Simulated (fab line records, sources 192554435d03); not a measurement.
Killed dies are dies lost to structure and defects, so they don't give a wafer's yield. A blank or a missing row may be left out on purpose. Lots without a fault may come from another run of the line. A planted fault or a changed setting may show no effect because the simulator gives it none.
Split-lot experiment | flow n5_finfet | 7 lots, 21 wafers read, on a route of 1938 steps

THE SPLIT
At N5_BEOL_M10_COAT_60 (time 60 s, resist thk 30 nm), the setting spin_rpm was moved away from the recipe's 1500 rpm on 6 of the 21 wafers read, by -10.3% to +5.7%. The other wafers ran this setting at the recipe's value.

FROM THE SPLIT TO THE READING: what the file shows between them, 3 steps
- N5_BEOL_M10_COAT_05: resist thk 90 nm
- N5_BEOL_M10_EBR_07
- N5_BEOL_M10_DESCUM_16: chemistry O2, time 7.9 s

THE READING
CAR-ArF_of_BEOL_M10_COAT_05.thk_nm (the simulator's own value, which no gauge read), in nm, at N5_BEOL_M10_ETCH_61 (etches SiARC in CF4, target depth 39 nm, time 65 s). The file gives no usual value for it. The 15 wafers here that ran the recipe average 55.5 nm, standard deviation 0.28 nm.

wafer  | tool, chamber at the split | spin_rpm as run, rpm | against the recipe | CAR-ArF_of_BEOL_M10_COAT_05.thk_nm, nm | against lot-mates on the recipe
L079.3 | litho_track-03, 0          | 1500                 | recipe             | 55.6                                   | -
L079.6 | litho_track-03, 0          | 1500                 | recipe             | 55.6                                   | -
L079.4 | litho_track-03, 0          | 1500                 | recipe             | 55.2                                   | -
L078.1 | litho_track-03, 0          | 1500                 | recipe             | 55.8                                   | -
L078.3 | litho_track-03, 0          | 1417                 | -5.5%              | 55                                     | -0.8
L078.5 | litho_track-03, 0          | 1500                 | recipe             | 55.8                                   | -
L081.3 | litho_track-05, 0          | 1377                 | -8.2%              | 54.4                                   | -1.0
L081.4 | litho_track-05, 0          | 1500                 | recipe             | 55.4                                   | -
L081.6 | litho_track-05, 0          | 1500                 | recipe             | 55.4                                   | -
L085.1 | litho_track-04, 0          | 1500                 | recipe             | 55.2                                   | -
L085.2 | litho_track-04, 0          | 1500                 | recipe             | 55.4                                   | -
L085.3 | litho_track-04, 0          | 1500                 | recipe             | 55.2                                   | -
L089.1 | litho_track-05, 0          | 1500                 | recipe             | 55.6                                   | -
L089.3 | litho_track-05, 0          | 1585                 | +5.7%              | 56.6                                   | +0.8
L089.4 | litho_track-05, 0          | 1500                 | recipe             | 56                                     | -
L092.2 | litho_track-04, 0          | 1345                 | -10.3%             | 53.6                                   | -1.6
L092.3 | litho_track-04, 0          | 1500                 | recipe             | 55.2                                   | -
L092.5 | litho_track-04, 0          | 1345                 | -10.3%             | 54.2                                   | -1.0
L093.1 | litho_track-05, 0          | 1500                 | recipe             | 56                                     | -
L093.4 | litho_track-05, 0          | 1500                 | recipe             | 55.8                                   | -
L093.6 | litho_track-05, 0          | 1417                 | -5.5%              | 54.8                                   | -1.1

THE FIT
A straight line over all 21 wafers: CAR-ArF_of_BEOL_M10_COAT_05.thk_nm changes by +0.154 nm for each +1% of spin_rpm; r = +0.91; the points scatter about the line by 0.28 nm.
The same after taking each lot's own level away (the mean of its wafers on the recipe; 21 wafers): +0.133 nm for each +1%; r = +0.95; scatter 0.17 nm.
On that fit, the largest move of spin_rpm shifts the reading by 1.4 nm.
The lots' own levels span 55.20 to 55.90 nm, that is 2.5 times the standard deviation above.
So the lot-to-lot level changes the slope: the two fits differ.
Check: with one of the wafers moved furthest among these (-10.3%) left out of the fit, the line predicts -1.3 nm for it against its lot-mates. It came out at -1.6 nm against them.

THE WHOLE CHAIN: every reading that the file lists as answering this split, in the file's order
step                | what it does                                                         | reading                                                                             | change (the file's fit)                                                               | r (the file's)
N5_BEOL_M10_COAT_60 | time 60 s, resist thk 30 nm                                          | SiARC_of_BEOL_M10_COAT_60.thk_nm (the simulator's own value, which no gauge read)   | -0.149 nm for each +1% of the setting                                                 | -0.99
N5_BEOL_M10_ETCH_61 | etches SiARC in CF4, target depth 39 nm, time 65 s                   | etch.depth_nm (the simulator's own value, which no gauge read)                      | -0.151 nm for each +1% of the setting                                                 | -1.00
N5_BEOL_M10_ETCH_61 | etches SiARC in CF4, target depth 39 nm, time 65 s                   | CAR-ArF_of_BEOL_M10_COAT_05.thk_nm (the simulator's own value, which no gauge read) | +0.137 nm for each +1% of the setting                                                 | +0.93
N5_BEOL_M10_ETCH_62 | etches SOC in N2/H2, target depth 110 nm, overetch 22 nm, time 165 s | SiARC_of_BEOL_M10_COAT_60.thk_nm (the simulator's own value, which no gauge read)   | -0.155 nm for each +1% of the setting, in a fit together with time_s@BEOL_M10_ETCH_62 | 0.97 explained

THE FILE'S OWN FIT
CAR-ArF_of_BEOL_M10_COAT_05.thk_nm changes by +0.137 nm for each +1% of spin_rpm, r = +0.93.
